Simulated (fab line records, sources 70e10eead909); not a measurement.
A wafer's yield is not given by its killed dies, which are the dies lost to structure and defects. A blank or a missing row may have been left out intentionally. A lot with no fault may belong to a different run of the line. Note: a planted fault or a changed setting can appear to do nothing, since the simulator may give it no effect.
Which tool is to blame? :: flow nand_harc :: Sampling: 12 lots, 36 wafers, 5 of 1302 route steps

## WHAT THE GAUGES SHOWED, per wafer
NHARC_END_SORT_01. Usual: killed_at_array 55, standard deviation 20; killed_at_other 1.2, standard deviation 1.3; killed_at_periphery 4.0, standard deviation 3; killed_dies 60, standard deviation 21; killed_open 3.2, standard deviation 1.9; killed_short 2.5, standard deviation 1.6.
lot: L856
measured: day 32 23:27
on: prober-02
killed_at_array: 662 662 663
killed_at_other: 2 3 2
killed_at_periphery: 13 12 12
killed_dies: 677 677 677
killed_open: 6 2 4
killed_short: 3 1 0
flag: OFF

lot: L858
measured: day 32 09:47
on: prober-01
killed_at_array: 671 673 673
killed_at_other: 0 1 0
killed_at_periphery: 6 3 4
killed_dies: 677 677 677
killed_open: 5 11 3
killed_short: 4 2 4
flag: OFF

## WHICH TOOL RAN EACH LOT (tool, then ch and the chambers of the sampled wafers, then the start)
lot: L840
NHARC_A_STAIRCASE_ETCH_197: rie_diel-04 ch 1,2,3, day 16 23:22 or earlier
NHARC_A_STAIRCASE_ETCH_225: rie_diel-13 ch 0,1,3, day 16 23:22 or earlier
NHARC_A_STAIRCASE_ETCH_227: rie_diel-13 ch 0,1,2, day 16 23:22 or earlier
NHARC_A_STAIRCASE_ETCH_232: rie_diel-04 ch 0,2, day 16 23:22

lot: L841
NHARC_A_STAIRCASE_ETCH_197: rie_diel-04 ch 0,3, day 17 13:31 or earlier
NHARC_A_STAIRCASE_ETCH_225: rie_diel-04 ch 2,3, day 17 13:31 or earlier
NHARC_A_STAIRCASE_ETCH_227: rie_diel-04 ch 1,2,3, day 17 13:31 or earlier
NHARC_A_STAIRCASE_ETCH_232: rie_diel-13 ch 0,1,3, day 17 13:31

lot: L842
NHARC_A_STAIRCASE_ETCH_197: rie_diel-08 ch 0,2,3, day 17 14:24 or earlier
NHARC_A_STAIRCASE_ETCH_225: rie_diel-08 ch 0,1,3, day 17 14:24 or earlier
NHARC_A_STAIRCASE_ETCH_227: rie_diel-08 ch 1,2,3, day 17 14:24 or earlier
NHARC_A_STAIRCASE_ETCH_232: rie_diel-08 ch 0,1,2, day 17 14:24

lot: L845
NHARC_A_STAIRCASE_ETCH_197: rie_diel-08 ch 0,1,2, day 19 08:34 or earlier
NHARC_A_STAIRCASE_ETCH_225: rie_diel-08 ch 0,1,3, day 19 08:34 or earlier
NHARC_A_STAIRCASE_ETCH_227: rie_diel-08 ch 2,3, day 19 08:34 or earlier
NHARC_A_STAIRCASE_ETCH_232: rie_diel-08 ch 1,2,3, day 19 08:34

lot: L846
NHARC_A_STAIRCASE_ETCH_197: rie_diel-04 ch 0,2,3, day 19 13:31 or earlier
NHARC_A_STAIRCASE_ETCH_225: rie_diel-08 ch 1,2,3, day 19 13:31 or earlier
NHARC_A_STAIRCASE_ETCH_227: rie_diel-08 ch 0,2, day 19 13:31 or earlier
NHARC_A_STAIRCASE_ETCH_232: rie_diel-13 ch 0,1, day 19 13:31

lot: L847
NHARC_A_STAIRCASE_ETCH_197: rie_diel-13 ch 0,2,3, day 20 15:18 or earlier
NHARC_A_STAIRCASE_ETCH_225: rie_diel-13 ch 0,2,3, day 20 15:18 or earlier
NHARC_A_STAIRCASE_ETCH_227: rie_diel-13 ch 0,1,2, day 20 15:18 or earlier
NHARC_A_STAIRCASE_ETCH_232: rie_diel-13 ch 0,1,3, day 20 15:18

lot: L850
NHARC_A_STAIRCASE_ETCH_197: rie_diel-04 ch 0,3, day 20 20:14 or earlier
NHARC_A_STAIRCASE_ETCH_225: rie_diel-13 ch 2,3, day 20 20:14 or earlier
NHARC_A_STAIRCASE_ETCH_227: rie_diel-13 ch 0,3, day 20 20:14 or earlier
NHARC_A_STAIRCASE_ETCH_232: rie_diel-13 ch 0,3, day 20 20:14

lot: L848
NHARC_A_STAIRCASE_ETCH_197: rie_diel-08 ch 0,1,3, day 20 23:00 or earlier
NHARC_A_STAIRCASE_ETCH_225: rie_diel-13 ch 0,1,3, day 20 23:00 or earlier
NHARC_A_STAIRCASE_ETCH_227: rie_diel-13 ch 0,1, day 20 23:00 or earlier
NHARC_A_STAIRCASE_ETCH_232: rie_diel-04 ch 0,1, day 20 23:00

lot: L851
NHARC_A_STAIRCASE_ETCH_197: rie_diel-08 ch 0,1,3, day 21 23:05 or earlier
NHARC_A_STAIRCASE_ETCH_225: rie_diel-08 ch 0,1,2, day 21 23:05 or earlier
NHARC_A_STAIRCASE_ETCH_227: rie_diel-08 ch 1,2,3, day 21 23:05 or earlier
NHARC_A_STAIRCASE_ETCH_232: rie_diel-13 ch 0,2,3, day 21 23:05

lot: L855
NHARC_A_STAIRCASE_ETCH_197: rie_diel-08 ch 1,2,3, day 22 21:01 or earlier
NHARC_A_STAIRCASE_ETCH_225: rie_diel-04 ch 0,1,3, day 22 21:01 or earlier
NHARC_A_STAIRCASE_ETCH_227: rie_diel-04 ch 0,1,3, day 22 21:01 or earlier
NHARC_A_STAIRCASE_ETCH_232: rie_diel-04 ch 0,2,3, day 22 21:01

lot: L856
NHARC_A_STAIRCASE_ETCH_197: rie_diel-04 ch 2,3, day 24 06:17 or earlier
NHARC_A_STAIRCASE_ETCH_225: rie_diel-04 ch 1,2, day 24 06:17 or earlier
NHARC_A_STAIRCASE_ETCH_227: rie_diel-04 ch 0,2,3, day 24 06:17 or earlier
NHARC_A_STAIRCASE_ETCH_232: rie_diel-08 ch 1,2, day 24 06:17

lot: L858
NHARC_A_STAIRCASE_ETCH_197: rie_diel-08 ch 0,1,2, day 24 15:07 or earlier
NHARC_A_STAIRCASE_ETCH_225: rie_diel-08 ch 0,1,3, day 24 15:07 or earlier
NHARC_A_STAIRCASE_ETCH_227: rie_diel-08 ch 0,1,2, day 24 15:07 or earlier
NHARC_A_STAIRCASE_ETCH_232: rie_diel-08 ch 2,3, day 24 15:07
- NHARC_A_STAIRCASE_ETCH_197: etches the open film in C4F8/O2, target depth 100 nm, time 40.5 s.
- NHARC_A_STAIRCASE_ETCH_225: etches the open film in C4F8/O2, target depth 100 nm, time 40.5 s.
- NHARC_A_STAIRCASE_ETCH_227: etches the open film in C4F8/O2, target depth 100 nm, time 40.5 s.
- NHARC_A_STAIRCASE_ETCH_232: etches the open film in C4F8/O2, target depth 100 nm, time 40.5 s.

## AS READ BY THE TOOLS THEMSELVES (means over the sampled wafers that have a number; for cases with no such wafer, the mark the record gives instead)
NHARC_A_STAIRCASE_ETCH_197. Usual: oes_product_au 0.949 a.u., standard deviation 0.021; rf_fwd_power_W 592.7 W, standard deviation 2.6; rf_vpp_V 897 V, standard deviation 5.4.
lot: L840
tool: rie_diel-04
oes_product_au (a.u.): 0.948
rf_fwd_power_W (W): 592.2
rf_vpp_V (V): 900
flag: 

lot: L841
tool: rie_diel-04
oes_product_au (a.u.): 0.934
rf_fwd_power_W (W): 593.1
rf_vpp_V (V): 894
flag: 

lot: L842
tool: rie_diel-08
oes_product_au (a.u.): 0.964
rf_fwd_power_W (W): 592.6
rf_vpp_V (V): 896
flag: 

lot: L845
tool: rie_diel-08
oes_product_au (a.u.): 0.975
rf_fwd_power_W (W): 592.4
rf_vpp_V (V): 895
flag: 

lot: L846
tool: rie_diel-04
oes_product_au (a.u.): 0.919
rf_fwd_power_W (W): 594.2
rf_vpp_V (V): 899
flag: 

lot: L847
tool: rie_diel-13
oes_product_au (a.u.): 0.946
rf_fwd_power_W (W): 592.5
rf_vpp_V (V): 892
flag: 

lot: L850
tool: rie_diel-04
oes_product_au (a.u.): 0.931
rf_fwd_power_W (W): 591.2
rf_vpp_V (V): 897
flag: 

lot: L848
tool: rie_diel-08
oes_product_au (a.u.): 0.941
rf_fwd_power_W (W): 593.8
rf_vpp_V (V): 895
flag: 

lot: L851
tool: rie_diel-08
oes_product_au (a.u.): 0.947
rf_fwd_power_W (W): 593.7
rf_vpp_V (V): 894
flag: 

lot: L855
tool: rie_diel-08
oes_product_au (a.u.): 0.956
rf_fwd_power_W (W): 591.6
rf_vpp_V (V): 893
flag: 

lot: L856
tool: rie_diel-04
oes_product_au (a.u.): 0.963
rf_fwd_power_W (W): 593.6
rf_vpp_V (V): 897
flag: 

lot: L858
tool: rie_diel-08
oes_product_au (a.u.): 0.966
rf_fwd_power_W (W): 593.7
rf_vpp_V (V): 895
flag: 

NHARC_A_STAIRCASE_ETCH_225. Usual: oes_product_au 0.947 a.u., standard deviation 0.011; rf_fwd_power_W 593.0 W, standard deviation 2.3; rf_vpp_V 896 V, standard deviation 5.5.
lot: L840
tool: rie_diel-13
oes_product_au (a.u.): 0.948
rf_fwd_power_W (W): 592.7
rf_vpp_V (V): 895
flag: 

lot: L841
tool: rie_diel-04
oes_product_au (a.u.): 0.953
rf_fwd_power_W (W): 596.3
rf_vpp_V (V): 897
flag: 

lot: L842
tool: rie_diel-08
oes_product_au (a.u.): 0.951
rf_fwd_power_W (W): 593.7
rf_vpp_V (V): 895
flag: 

lot: L845
tool: rie_diel-08
oes_product_au (a.u.): 0.948
rf_fwd_power_W (W): 593.3
rf_vpp_V (V): 894
flag: 

lot: L846
tool: rie_diel-08
oes_product_au (a.u.): 0.950
rf_fwd_power_W (W): 593.4
rf_vpp_V (V): 894
flag: 

lot: L847
tool: rie_diel-13
oes_product_au (a.u.): 0.951
rf_fwd_power_W (W): 593.2
rf_vpp_V (V): 892
flag: 

lot: L850
tool: rie_diel-13
oes_product_au (a.u.): 0.965
rf_fwd_power_W (W): 591.7
rf_vpp_V (V): 893
flag: 

lot: L848
tool: rie_diel-13
oes_product_au (a.u.): 0.942
rf_fwd_power_W (W): 594.4
rf_vpp_V (V): 895
flag: 

lot: L851
tool: rie_diel-08
oes_product_au (a.u.): 0.949
rf_fwd_power_W (W): 592.9
rf_vpp_V (V): 895
flag: 

lot: L855
tool: rie_diel-04
oes_product_au (a.u.): 0.932
rf_fwd_power_W (W): 593.7
rf_vpp_V (V): 898
flag: 

lot: L856
tool: rie_diel-04
oes_product_au (a.u.): 0.949
rf_fwd_power_W (W): 588.5
rf_vpp_V (V): 902
flag: 

lot: L858
tool: rie_diel-08
oes_product_au (a.u.): 0.948
rf_fwd_power_W (W): 591.9
rf_vpp_V (V): 893
flag: 

NHARC_A_STAIRCASE_ETCH_227. Usual: oes_product_au 0.944 a.u., standard deviation 0.013; rf_fwd_power_W 592.4 W, standard deviation 2.6; rf_vpp_V 897 V, standard deviation 5.6.
lot: L840
tool: rie_diel-13
oes_product_au (a.u.): 0.948
rf_fwd_power_W (W): 592.2
rf_vpp_V (V): 898
flag: 

lot: L841
tool: rie_diel-04
oes_product_au (a.u.): 0.948
rf_fwd_power_W (W): 592.3
rf_vpp_V (V): 901
flag: 

lot: L842
tool: rie_diel-08
oes_product_au (a.u.): 0.953
rf_fwd_power_W (W): 593.8
rf_vpp_V (V): 894
flag: 

lot: L845
tool: rie_diel-08
oes_product_au (a.u.): 0.946
rf_fwd_power_W (W): 593.3
rf_vpp_V (V): 892
flag: 

lot: L846
tool: rie_diel-08
oes_product_au (a.u.): 0.958
rf_fwd_power_W (W): 593.3
rf_vpp_V (V): 896
flag: 

lot: L847
tool: rie_diel-13
oes_product_au (a.u.): 0.955
rf_fwd_power_W (W): 593.1
rf_vpp_V (V): 898
flag: 

lot: L850
tool: rie_diel-13
oes_product_au (a.u.): 0.925
rf_fwd_power_W (W): 592.6
rf_vpp_V (V): 888
flag: 

lot: L848
tool: rie_diel-13
oes_product_au (a.u.): 0.949
rf_fwd_power_W (W): 590.1
rf_vpp_V (V): 901
flag: 

lot: L851
tool: rie_diel-08
oes_product_au (a.u.): 0.949
rf_fwd_power_W (W): 594.9
rf_vpp_V (V): 893
flag: 

lot: L855
tool: rie_diel-04
oes_product_au (a.u.): 0.936
rf_fwd_power_W (W): 593.2
rf_vpp_V (V): 899
flag: 

lot: L856
tool: rie_diel-04
oes_product_au (a.u.): 0.936
rf_fwd_power_W (W): 594.5
rf_vpp_V (V): 898
flag: 

lot: L858
tool: rie_diel-08
oes_product_au (a.u.): 0.941
rf_fwd_power_W (W): 592.6
rf_vpp_V (V): 895
flag: 

NHARC_A_STAIRCASE_ETCH_232. Usual: oes_product_au 0.944 a.u., standard deviation 0.015; rf_fwd_power_W 592.1 W, standard deviation 2.6; rf_vpp_V 897 V, standard deviation 5.7.
lot: L840
tool: rie_diel-04
oes_product_au (a.u.): 0.930
rf_fwd_power_W (W): 593.8
rf_vpp_V (V): 902
flag: 

lot: L841
tool: rie_diel-13
oes_product_au (a.u.): 0.940
rf_fwd_power_W (W): 592.4
rf_vpp_V (V): 896
flag: 

lot: L842
tool: rie_diel-08
oes_product_au (a.u.): 0.948
rf_fwd_power_W (W): 592.0
rf_vpp_V (V): 897
flag: 

lot: L845
tool: rie_diel-08
oes_product_au (a.u.): 0.953
rf_fwd_power_W (W): 594.3
rf_vpp_V (V): 894
flag: 

lot: L846
tool: rie_diel-13
oes_product_au (a.u.): 0.938
rf_fwd_power_W (W): 590.2
rf_vpp_V (V): 901
flag: 

lot: L847
tool: rie_diel-13
oes_product_au (a.u.): 0.947
rf_fwd_power_W (W): 592.3
rf_vpp_V (V): 894
flag: 

lot: L850
tool: rie_diel-13
oes_product_au (a.u.): 0.943
rf_fwd_power_W (W): 591.5
rf_vpp_V (V): 889
flag: 

lot: L848
tool: rie_diel-04
oes_product_au (a.u.): 0.942
rf_fwd_power_W (W): 591.0
rf_vpp_V (V): 901
flag: 

lot: L851
tool: rie_diel-13
oes_product_au (a.u.): 0.941
rf_fwd_power_W (W): 592.2
rf_vpp_V (V): 890
flag: 

lot: L855
tool: rie_diel-04
oes_product_au (a.u.): 0.939
rf_fwd_power_W (W): 593.8
rf_vpp_V (V): 899
flag: 

lot: L856
tool: rie_diel-08
oes_product_au (a.u.): 1.177
rf_fwd_power_W (W): 831.4
rf_vpp_V (V): 894
flag: OFF

lot: L858
tool: rie_diel-08
oes_product_au (a.u.): 1.182
rf_fwd_power_W (W): 833.6
rf_vpp_V (V): 892
flag: OFF

## THE ANSWER, worked out from the rows above alone
Rule: take the mean of a lot's wafers that have a number; if it is more than 3 standard deviations from the usual mean, the lot is off. A lot without any number at a reading at which 4 lots or more have one is off too. Any other lot the step has rows for is counted as sound. The gauges are gone through in route order, then the tools' own readings, and for those a lot's mean is taken as printed above. At the first step where some lot is off, the reading lying furthest off is the one used; lots without a number count as furthest.
Off: L856, L858 (NHARC_END_SORT_01, killed_at_array). Neither off nor sound, because the step has no rows for them: L840, L841, L842, L845, L846, L847, L850, L848, L851, L855.
A tool fits if, at a process step before that reading, it ran every lot that is off, and no sound lot after the first of them. Not tried: the gauges at NHARC_END_SORT_01; whatever is off there is also off at NHARC_A_STAIRCASE_ETCH_232, on other tools, and gauge error can't account for it. NHARC_A_STAIRCASE_ETCH_197: start missing for some lots; hours and lot order therefore follow NHARC_A_STAIRCASE_ETCH_232. NHARC_A_STAIRCASE_ETCH_225: start missing for some lots; hours and lot order therefore follow NHARC_A_STAIRCASE_ETCH_232. NHARC_A_STAIRCASE_ETCH_227: start missing for some lots; hours and lot order therefore follow NHARC_A_STAIRCASE_ETCH_232. One fits: rie_diel-08 at NHARC_A_STAIRCASE_ETCH_232. It ran no sound lot before its first lot that is off in this sample, so the start can't be narrowed down.

## WHAT WAS PUT IN BY THE SIMULATOR
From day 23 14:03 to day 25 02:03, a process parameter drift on rie_diel-08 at NHARC_A_STAIRCASE_ETCH_232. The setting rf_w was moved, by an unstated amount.
Lots struck among those shown: L858, L856. The same result came from the rule above.
